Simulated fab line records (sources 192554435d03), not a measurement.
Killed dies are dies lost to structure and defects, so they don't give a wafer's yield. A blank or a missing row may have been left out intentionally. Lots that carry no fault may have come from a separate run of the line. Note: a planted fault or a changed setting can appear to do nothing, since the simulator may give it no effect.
fab line records    flow n5-finfet
[record] lots = 11  wafers = 32  last-day = 17
route steps=1938 shown BEOL_M9@1464 BEOL_M10@1477 PASSIVATION@1936
lots that met no fault: from a run of the same line without faults
start-h: start of the lot's first displayed wafer, in hours after the record's first day    wait-h: hours since the lot's step before    " repeats the value in the row above    L1.1+2: one row covering several wafers at once    - no value, or no start was given    * or withheld: withheld    < > ~ a bound
route shown NAME@n: a module of which the file shows steps, and the number in the route of the first    usual: the fault-free wafers' mean and standard deviation    same: alike in all rows    chamber/n: place in a boat    sites: per-site readings    _std_site: how widely they spread, as a standard deviation    _edge_site: inner sites' mean taken away from outer sites' mean    radius-mm: how far each site lies from the wafer's centre    mask NAME#n: copy n    behind: the tool/chamber that last shaped the wafer    hold: what put the lot on hold/how long, in hours/how the hold closed    device: which transistor (n, p or np) failed to switch    end of line: tests of these same wafers at the route's end    a step given without rows: its recipe and nothing more    killed: count of dies lost to structure and defects at first sort (not the wafer's yield)    map: a wafer's dies, x killed, . not, _ none there
set.NAME: the setting the step ran with; set.NAME@STEP: the setting that earlier step ran with    model.NAME: the simulator's own value behind a step, which no gauge read
one table for each step of the route and one row for each wafer, over a sample of lots
services: from which hour (start-h, from the record's first day; less than 0 if before it) a tool's chamber was out of use, for how many hours, and why
[[steps]]
[step N5_BEOL_M9_CMP_52]
[recipe] stop-on = SiCOH_lowk  t-overpolish-s = 7  down-force-psi = 1  platen-rpm = 50  clearing-platen-down-force-psi = 1.5  clearing-platen-rpm = 50  post-cmp-clean = cu-alkaline  target-thk-nm = 140  clearing-platen-pad-velocity-m-s = 0.99484  pad-velocity-m-s = 0.99484
[usual] barrier-field-endpoint-s = 29.1/1  motor-current-A = 6.4/0.58  overpolish-run-s = 7.000/0.0083  retaining-ring-pressure-frac = 1.001/0.0049  slurry-filter-dp-kPa = 13.51/0.14  time-to-endpoint-s = 67/4.8
[same] t-overpolish-s = 7
lot.wafer  tool    chamber  start-h  wait-h  barrier-field-endpoint-s  motor-current-A  overpolish-run-s  retaining-ring-pressure-frac  slurry-filter-dp-kPa  time-to-endpoint-s
L490.4     cmp-01  2        222.79   0.3     28.5                      6.8              7.015             0.998                         13.30                 65
L490.2     "       3        "        "       29.2                      6.7              6.996             1.003                         13.33                 67
L490.5     "       3        "        "       28.5                      6.2              7.003             0.996                         13.54                 66
L491.2     cmp-01  0        223.01   0.5     28.9                      7.0              7.005             0.991                         13.45                 65
L491.1     "       2        "        "       27.9                      6.3              6.997             1.001                         13.34                 64
L491.5     "       0        "        "       29.3                      6.6              7.009             1.004                         13.68                 69
L492.3     cmp-02  3        226.08   0.2     29.3                      5.3              6.994             0.995                         13.44                 68
L492.6     "       1        "        "       30.5                      6.3              7.002             1.004                         13.49                 68
L492.5     "       2        "        "       28.5                      7.3              6.993             1.003                         13.31                 57
L494.4     cmp-02  3        244.42   0.2     29.0                      4.9              6.991             0.996                         13.67                 64
L494.3     "       0        "        "       28.5                      6.3              7.017             1.005                         13.37                 69
L494.2     "       1        "        "       29.5                      6.0              6.993             0.995                         13.60                 70
L495.2     cmp-01  3        245.93   0.5     29.1                      6.3              6.996             0.985                         13.43                 64
L495.3     "       0        "        "       29.4                      6.9              6.996             0.992                         13.26                 65
L495.6     "       1        "        "       30.6                      5.8              7.002             0.996                         13.66                 65
L496.3     cmp-03  2        253.57   0.2     30.0                      6.4              7.002             1.000                         13.46                 67
L496.4     "       1        "        "       30.1                      5.6              7.017             1.001                         13.79                 65
L496.6     "       3        "        "       28.9                      6.7              6.990             0.994                         13.52                 59
L497.4     cmp-02  2        261.08   0.1     29.2                      6.8              7.003             1.005                         13.71                 63
L497.3     "       1        "        "       29.5                      6.2              7.013             0.999                         13.34                 68
L497.6     "       3        "        "       30.0                      5.3              6.999             1.000                         13.60                 67
L500.4     cmp-02  1        266.66   0.1     28.9                      6.2              7.012             1.009                         13.69                 69
L500.2     "       2        "        "       27.9                      7.2              7.002             1.005                         13.48                 64
L500.3     "       3        "        "       28.0                      5.4              7.006             1.001                         13.56                 68
L501.1     cmp-01  2        288.47   0.4     30.2                      6.5              7.007             0.999                         13.48                 64
L501.5     "       3        "        "       30.7                      6.5              6.996             0.998                         13.54                 67
L502.2     cmp-02  3        292.99   0.3     27.3                      5.3              6.987             0.998                         13.22                 60
L502.1     "       0        "        "       28.6                      5.9              6.991             1.002                         13.69                 66
L502.6     "       1        "        "       28.5                      6.6              7.001             1.001                         13.60                 67
L510.1     cmp-03  0        344.37   0.3     30.0                      7.4              6.995             1.008                         13.58                 77
L510.6     "       2        "        "       29.1                      6.6              6.995             1.000                         13.43                 68
L510.5     "       3        "        "       27.6                      6.8              6.997             1.007                         13.39                 58
[step N5_BEOL_M10_COAT_05]
[recipe] resist = CAR-ArF  spin-rpm = 1500  resist-thk-nm = 90
[usual] dispense-pressure-kPa = 53.0/2.1  spin-speed-rpm = 1500.1/0.89
lot.wafer  tool            chamber  start-h  wait-h  dispense-pressure-kPa  spin-speed-rpm
L491.1     litho-track-01  0        225.79   -       51.1                   1500.2
L491.2     "               0        "        "       51.0                   1500.3
L491.5     "               0        "        "       51.1                   1499.8
L490.2     litho-track-05  0        225.89   -       55.7                   1501.2
L490.4     "               0        "        "       55.7                   1500.7
L490.5     "               0        "        "       55.7                   1500.5
L492.3     litho-track-01  0        227.74   -       51.1                   1499.7
L492.5     "               0        "        "       51.1                   1500.2
L492.6     "               0        "        "       51.1                   1501.7
L494.2     litho-track-01  0        247.84   -       51.0                   1426.1
L494.3     "               0        "        "       50.9                   1427.0
L494.4     "               0        "        "       51.0                   1426.4
L495.2     litho-track-01  0        248.36   -       51.0                   1425.3
L495.3     "               0        "        "       51.0                   1426.3
L495.6     "               0        "        "       51.0                   1425.1
L496.3     litho-track-05  0        255.50   -       55.7                   1500.0
L496.4     "               0        "        "       55.7                   1500.8
L496.6     "               0        "        "       55.7                   1500.6
L497.3     litho-track-01  0        263.44   -       50.9                   1427.2
L497.4     "               0        "        "       51.0                   1426.0
L497.6     "               0        "        "       51.0                   1424.9
L500.2     litho-track-02  0        269.92   -       53.5                   1499.5
L500.3     "               0        "        "       53.5                   1499.3
L500.4     "               0        "        "       53.5                   1499.1
L501.1     litho-track-05  0        291.65   -       55.7                   1500.9
L501.5     "               0        "        "       55.7                   1500.8
L502.1     litho-track-02  0        297.30   -       53.5                   1499.1
L502.2     "               0        "        "       53.4                   1500.0
L502.6     "               0        "        "       53.4                   1502.2
L510.1     litho-track-02  0        346.56   -       53.5                   1499.4
L510.5     "               0        "        "       53.5                   1496.8
L510.6     "               0        "        "       53.5                   1500.0
[step N5_BEOL_M10_STRIP_67]
[recipe] chemistry = CF4  resist = SiARC  power-w = 300  bias-power-w = 75  pressure-mtorr = 50  cf4-flow-sccm = 150  rf-frequency-hz = 6e+07
[usual] bias-power-w = 75.00/0.25  drypump-motor-current-A = 5.5/0.38  oes-product-au = 0.81/0.086  rf-vpp-V = 271.1/1.6  showerhead-plenum-p-Torr = 1.79/0.059  throttle-valve-pct = 13.5/0.31
lot.wafer  tool         chamber  start-h  wait-h  bias-power-w  drypump-motor-current-A  oes-product-au  rf-hours-counter-h  rf-vpp-V  showerhead-plenum-p-Torr  throttle-valve-pct
L491.1     rie-diel-04  3        226.35   0.0     74.83         5.1                      0.89            17                  272.2     1.82                      13.0
L491.2     "            0        "        "       75.32         6.0                      0.88            28                  271.3     1.80                      13.1
L491.5     "            3        "        "       74.86         5.1                      0.89            -                   271.0     1.82                      13.0
L490.2     rie-diel-05  0        226.58   0.0     75.26         4.9                      0.69            212                 269.5     1.73                      13.9
L490.4     "            2        "        "       75.03         5.7                      0.77            160                 267.9     1.66                      14.0
L490.5     "            1        "        "       75.06         5.5                      0.79            -                   269.1     1.73                      13.3
L492.3     rie-diel-04  0        228.29   0.0     75.25         6.0                      0.88            29                  273.0     1.80                      13.1
L492.5     "            3        "        "       75.02         5.0                      0.89            -                   272.0     1.82                      13.0
L492.6     "            0        "        "       75.30         6.0                      0.88            -                   272.0     1.80                      13.2
L494.2     rie-diel-04  1        248.59   0.0     74.76         5.6                      0.94            16                  271.9     1.88                      13.2
L494.3     "            3        "        "       74.69         5.1                      0.87            26                  273.1     1.82                      13.0
L494.4     "            2        "        "       74.85         5.7                      0.93            7                   270.7     1.83                      13.5
L495.2     rie-diel-04  1        249.20   0.0     75.22         5.6                      0.94            16                  270.9     1.88                      13.2
L495.3     "            2        "        "       75.04         5.7                      0.93            7                   271.6     1.83                      13.5
L495.6     "            2        "        "       75.32         5.7                      0.94            -                   270.9     1.83                      13.5
L496.3     rie-diel-04  2        256.18   0.0     75.37         5.7                      0.93            10                  271.1     1.83                      13.5
L496.4     "            0        "        "       74.75         6.0                      0.86            40                  272.5     1.80                      13.2
L496.6     "            1        "        "       74.80         5.6                      0.94            -                   272.9     1.88                      13.2
L497.3     rie-diel-05  2        264.77   0.0     74.81         5.7                      0.76            174                 268.3     1.66                      14.0
L497.4     "            0        "        "       75.22         4.9                      0.69            221                 269.8     1.73                      14.0
L497.6     "            0        "        "       75.44         4.9                      0.68            -                   267.4     1.73                      14.0
L500.2     rie-diel-05  0        271.03   0.0     74.78         4.8                      0.69            224                 269.7     1.73                      14.0
L500.3     "            1        "        "       75.12         5.6                      0.78            105                 270.1     1.73                      13.4
L500.4     "            1        "        "       74.72         5.5                      0.77            -                   270.4     1.73                      13.4
L501.1     rie-diel-05  0        292.45   0.0     75.04         4.9                      0.68            234                 269.5     1.73                      14.0
L501.5     "            3        "        "       75.07         5.0                      0.94            -                   272.6     1.85                      13.3
L502.1     rie-diel-04  2        297.99   0.0     75.09         5.6                      0.89            27                  271.3     1.83                      13.6
L502.2     "            3        "        "       74.97         5.0                      0.84            47                  272.0     1.81                      13.1
L502.6     "            1        "        "       75.16         5.6                      0.90            -                   274.1     1.87                      13.2
L510.1     rie-diel-01  2        347.89   0.0     74.39         5.4                      0.77            131                 271.0     1.79                      13.5
L510.5     "            0        "        "       75.16         6.0                      0.84            -                   269.8     1.76                      13.5
L510.6     "            1        "        "       75.35         5.2                      0.71            -                   270.2     1.76                      13.8
[step N5_BEOL_M10_HM_OPEN_17]
[recipe] chemistry = Cl2/BCl3  target-depth-a = 200  overetch-a = 60  target = TiN  mask-material = SOC  ion-energy-ev = 150  pressure-mtorr = 10  icp-w = 1000  bias-w = 126  Cl2_flow_sccm = 53.25  bcl3-flow-sccm = 21.75  Ar_flow_sccm = 25
[usual] bias-w = 126.1/0.42  drypump-motor-current-A = 5.8/0.41  mfc-ar-sccm = 25.00/0.073  oes-product-au = 0.66/0.076  throttle-valve-pct = 22.29/0.23
lot.wafer  tool          chamber  start-h  wait-h  bias-w  drypump-motor-current-A  mfc-ar-sccm  oes-product-au  rf-hours-counter-h  throttle-valve-pct
L491.1     rie-metal-01  0        226.39   0.0     126.0   5.6                      25.02        0.63            54                  22.28
L491.2     "             1        "        "       126.0   4.9                      25.06        0.68            38                  21.98
L491.5     "             0        "        "       126.0   5.6                      25.07        0.64            -                   22.28
L490.2     rie-metal-02  0        226.62   0.0     125.7   5.9                      25.16        0.61            79                  22.56
L490.4     "             0        "        "       126.6   6.0                      24.99        0.60            -                   22.56
L490.5     "             1        "        "       126.8   6.3                      24.97        0.68            -                   22.43
L492.3     rie-metal-02  1        228.36   0.1     126.1   6.3                      24.94        0.67            -                   22.45
L492.5     "             1        "        "       126.4   6.3                      24.94        0.67            -                   22.41
L492.6     "             0        "        "       125.4   5.9                      24.99        0.61            -                   22.57
L494.2     rie-metal-02  0        248.63   0.0     127.0   5.9                      24.98        0.61            81                  22.57
L494.3     "             0        "        "       127.3   5.9                      24.92        0.60            -                   22.58
L494.4     "             1        "        "       125.9   6.3                      24.95        0.67            -                   22.44
L495.2     rie-metal-03  1        249.24   0.0     125.9   6.1                      24.98        0.55            110                 22.23
L495.3     "             0        "        "       126.4   5.8                      25.03        0.74            -                   22.33
L495.6     "             0        "        "       126.2   5.8                      25.01        0.73            -                   22.32
L496.3     rie-metal-03  1        256.26   0.1     126.5   6.1                      25.08        0.54            -                   22.23
L496.4     "             0        "        "       126.2   5.8                      25.00        0.73            -                   22.33
L496.6     "             0        "        "       126.8   5.8                      24.95        0.74            -                   22.33
L497.3     rie-metal-01  1        264.84   0.1     125.9   4.8                      24.82        0.67            -                   21.99
L497.4     "             0        "        "       125.1   5.6                      25.14        0.64            -                   22.28
L497.6     "             1        "        "       125.6   4.8                      24.94        0.67            -                   21.97
L500.2     rie-metal-02  0        271.07   0.0     126.5   5.9                      25.04        0.59            82                  22.58
L500.3     "             1        "        "       126.2   6.3                      25.03        0.67            -                   22.43
L500.4     "             0        "        "       125.8   6.0                      24.87        0.60            -                   22.57
L501.1     rie-metal-03  0        292.49   0.0     126.5   5.7                      24.95        0.71            20                  22.32
L501.5     "             1        "        "       126.1   6.1                      25.07        0.53            -                   22.21
L502.1     rie-metal-03  0        298.03   0.0     126.4   5.8                      25.02        0.72            20                  22.35
L502.2     "             1        "        "       125.4   6.1                      25.01        0.54            113                 22.23
L502.6     "             0        "        "       126.1   5.8                      24.97        0.72            -                   22.33
L510.1     rie-metal-01  1        347.93   0.0     126.0   4.9                      25.19        0.67            46                  21.97
L510.5     "             0        "        "       125.9   5.6                      24.97        0.63            -                   22.28
L510.6     "             1        "        "       125.4   4.9                      25.12        0.66            -                   21.99
[step N5_PASSIVATION_PROBE_49]
[usual] defect-limited-yield = 91.1/1.6  killed_at_M0_to_M3 = 35/11  killed_at_M4_up = 13/5.4  killed-at-contacts = 13/6.5  killed-at-front-end = 40/14  killed-at-other = 4/3.1  killed-dies = 105/18  killed-open = 69/14  killed-short = 34/7.3  sort_bin_5_function = 5.2/0.96  sort_bin_6_memory = 3.4/0.77  sort-n-pass = 1075/19  sort-yield-pct = 91.1/1.6
[same] gross-dies = 1180  killed-at-back-side = 0  sort_bin_4_leakage[%] = 0  sort_bin_8_speed[%] = 0
lot.wafer  tool       chamber  start-h  wait-h  defect-limited-yield[%]  killed_at_M0_to_M3  killed_at_M4_up  killed-at-contacts  killed-at-front-end  killed-at-other  killed-dies  killed-open  killed-short  sort_bin_5_function[%]  sort_bin_6_memory[%]  sort-n-pass  sort-yield-pct[%]
L494.2     prober-02  -        303.55   0.1     93.2                     32                  18               2                   27                   1                80           53           26            3.2                     3.3                   1100         93.2
L494.3     prober-02  -        303.60   0.1     93.7                     37                  8                2                   26                   1                74           42           32            3.4                     2.8                   1106         93.7
L494.4     prober-02  -        303.65   0.2     88.9                     49                  11               12                  55                   4                131          97           33            6.0                     4.8                   1049         88.9
// killed by level:class
L494.2 BEOL_M4:geometric-particle:open=14 BEOL_M2:geometric-particle:open=10 FIN_SAQP:geometric-particle:short=6 BEOL_M3:geometric-particle:open=5 STARTING-WAFER:geometric-particle:short=5 STI_FIN_REVEAL:geometric-particle:open=4 DUMMY_GATE:geometric-particle:open=4 BEOL_M0_SAQP:geometric-particle:open=4
L494.3 BEOL_M0_SAQP:geometric-particle:short=17 BEOL_M0_SAQP:geometric-particle:open=8 DUMMY_GATE:geometric-particle:open=6 FIN_SAQP:geometric-particle:open=5 STI_FIN_REVEAL:geometric-particle:open=4 BEOL_M4:geometric-particle:open=4 FIN_SAQP:geometric-particle:short=3 BEOL_M2:geometric-particle:open=3
L494.4 STI_FIN_REVEAL:geometric-particle:open=19 BEOL_M0_SAQP:geometric-particle:open=18 MOL_CONTACT_COAG:geometric-particle:open=10 BEOL_M0_SAQP:geometric-particle:short=9 FIN_SAQP:geometric-particle:open=8 BEOL_M2:geometric-particle:open=7 BEOL_M3:geometric-particle:open=7 DUMMY_GATE:geometric-particle:open=6
[[services]]
tool          chamber  start-h  hours  kind
rie-diel-04   0        199.60   4.3    repair
rie-diel-04   2        211.62   -      clean
cmp-03        -        216.22   32.0   repair
rie-metal-03  -        218.58   4.9    repair
cmp-01        -        232.64   7.4    pm
cmp-02        -        241.29   2.6    repair
rie-diel-05   0        245.48   11.8   repair
cmp-03        -        248.23   5.1    pm
cmp-01        -        252.04   3.5    pm
rie-diel-01   -        259.93   15.6   pm
cmp-03        -        278.24   1.5    repair
cmp-02        -        278.69   4.0    pm
rie-diel-01   1        286.84   1.3    repair
rie-diel-05   3        295.88   15.1   repair
rie-diel-01   0        311.92   8.4    repair
cmp-01        -        312.84   4.0    pm
rie-diel-05   0        314.81   2.2    repair
rie-metal-01  -        314.85   14.6   pm
cmp-03        -        318.26   3.4    pm
rie-metal-03  -        318.78   0.3    repair
cmp-01        -        331.15   0.4    repair
cmp-01        -        335.30   2.6    repair
cmp-02        -        338.84   6.6    pm
cmp-03        -        347.56   3.1    repair
[[key]]
[first-sign] step = N5_BEOL_M10_COAT_05  reading = spin-speed-rpm  direction = down  sigmas = 84  usual = *  struck = *
effect none on later readings
met-at N5_BEOL_M10_COAT_05
struck-lots L494,L495,L497
not-acting-at N5_BEOL_M9_CMP_52,N5_BEOL_M10_STRIP_67,N5_BEOL_M10_HM_OPEN_17
onset-between 227.74 247.84
[earlier-fault] kind = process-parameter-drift  tool = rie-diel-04  chamber = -  onset-h = 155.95  steps = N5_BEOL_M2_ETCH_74  channel = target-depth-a  offset = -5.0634  shape = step  acts-in = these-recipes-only  stated = 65
[earlier-fault] kind = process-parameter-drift  tool = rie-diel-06  chamber = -  onset-h = 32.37  steps = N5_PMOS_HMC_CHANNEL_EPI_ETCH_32  channel = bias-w  offset = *  shape = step  acts-in = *  stated = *
[fault] kind = process-parameter-drift  tool = litho-track-01  chamber = -  onset-h = 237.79  steps = N5_BEOL_M10_COAT_05  channel = spin-rpm  offset = *  shape = step  acts-in = *  stated = *
